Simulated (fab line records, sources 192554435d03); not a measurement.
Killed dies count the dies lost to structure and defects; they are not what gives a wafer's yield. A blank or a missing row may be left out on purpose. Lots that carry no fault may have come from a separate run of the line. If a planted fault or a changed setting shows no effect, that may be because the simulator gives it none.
Split-lot trial | flow n5-finfet | 21 wafers read from 7 lots, route of 1938 steps

THE SPLIT
At N5_MOL_CONTACT_COAG_CONTACT_ETCH_14 (etches SiO2 in C4F6/O2, target depth 27.5 nm, overetch 8.5 nm, time 20 s), the setting source-w was moved away from the recipe's 370 W on 9 of the 21 wafers read, by -13.6% to +14.0%. The other wafers ran this setting at the recipe's value.

The reading comes from the split's own step.

THE READING
rf-vpp-V, in V, at N5_MOL_CONTACT_COAG_CONTACT_ETCH_14 (etches SiO2 in C4F6/O2, target depth 27.5 nm, overetch 8.5 nm, time 20 s). Typical for fault-free wafers on this fab line: 692 V, with standard deviation 4.1 V.

wafer  | tool, chamber at the split | source-w as run, W | against the recipe | rf-vpp-V, V | against lot-mates on the recipe
L077.1 | rie-diel-06, 0             | 421.7              | +14.0%             | 662         | no lot-mate on the recipe
L077.2 | rie-diel-06, 3             | 421.7              | +14.0%             | 668         | no lot-mate on the recipe
L077.4 | rie-diel-06, 0             | 421.7              | +14.0%             | 662         | no lot-mate on the recipe
L082.1 | rie-diel-06, 0             | 370                | recipe             | 689         | -
L082.4 | rie-diel-06, 0             | 370                | recipe             | 690         | -
L082.5 | rie-diel-06, 1             | 370                | recipe             | 699         | -
L085.1 | rie-diel-06, 1             | 370                | recipe             | 698         | -
L085.3 | rie-diel-06, 0             | 410.2              | +10.9%             | 670         | -28
L085.4 | rie-diel-06, 3             | 410.2              | +10.9%             | 671         | -27
L086.2 | rie-diel-03, 2             | 319.7              | -13.6%             | 717         | +26
L086.5 | rie-diel-03, 2             | 370                | recipe             | 685         | -
L086.6 | rie-diel-03, 3             | 370                | recipe             | 698         | -
L089.1 | rie-diel-03, 3             | 370                | recipe             | 698         | -
L089.3 | rie-diel-03, 1             | 370                | recipe             | 694         | -
L089.4 | rie-diel-03, 2             | 370                | recipe             | 685         | -
L092.2 | rie-diel-06, 1             | 370                | recipe             | 698         | -
L092.4 | rie-diel-06, 3             | 370                | recipe             | 691         | -
L092.6 | rie-diel-06, 2             | 397.5              | +7.4%              | 674         | -20
L094.3 | rie-diel-05, 2             | 370                | recipe             | 699         | -
L094.5 | rie-diel-05, 3             | 344.7              | -6.8%              | 715         | +16
L094.6 | rie-diel-05, 2             | 344.7              | -6.8%              | 710         | +11

THE FIT
A straight line over all 21 wafers: rf-vpp-V changes by -2.14 V for each +1% of source-w; r = -0.96; the points scatter about the line by 4.8 V.
The same after taking each lot's own level away (the mean of its wafers on the recipe; 18 wafers): -2.25 V for each +1%; r = -0.95; scatter 4.5 V.
On that fit, the largest move of source-w shifts the reading by 31 V.
From 691.5 to 699.0 V: that is the span of the lots' own levels, equal to 1.8 times the standard deviation above.
The two slopes agree, so the slope changes little with the lot-to-lot level.
Check: +32 V against its lot-mates is what the line predicts for one of the wafers moved furthest among these (-13.6%) when that wafer is left out of the fit. Against them it came out at +25.5 V.
Tool readings at the split's step, against how far the setting was moved: rf-vpp-V r = -0.96.

OTHER SPLITS APPLIED TO THESE WAFERS
Note: prior to the reading, these wafers also went through further splits. Each is held against what the fit with the lots' levels taken away leaves over:
other split on the same wafers | wafers away from the commonest value | r with rf-vpp-V (lot level and that fit taken away)
N5_HKMG_FIN_ETCH_58 source-w   | 6                                    | +0.13
N5_GATE_CUT_COAT_27 spin-rpm   | 5                                    | +0.28
N5_GATE_CUT_EXPOSE_10 dose-mj  | 6                                    | +0.17

FILE'S OWN FIT
rf-vpp-V changes by -2.23 V for each +1% of source-w, r = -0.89.
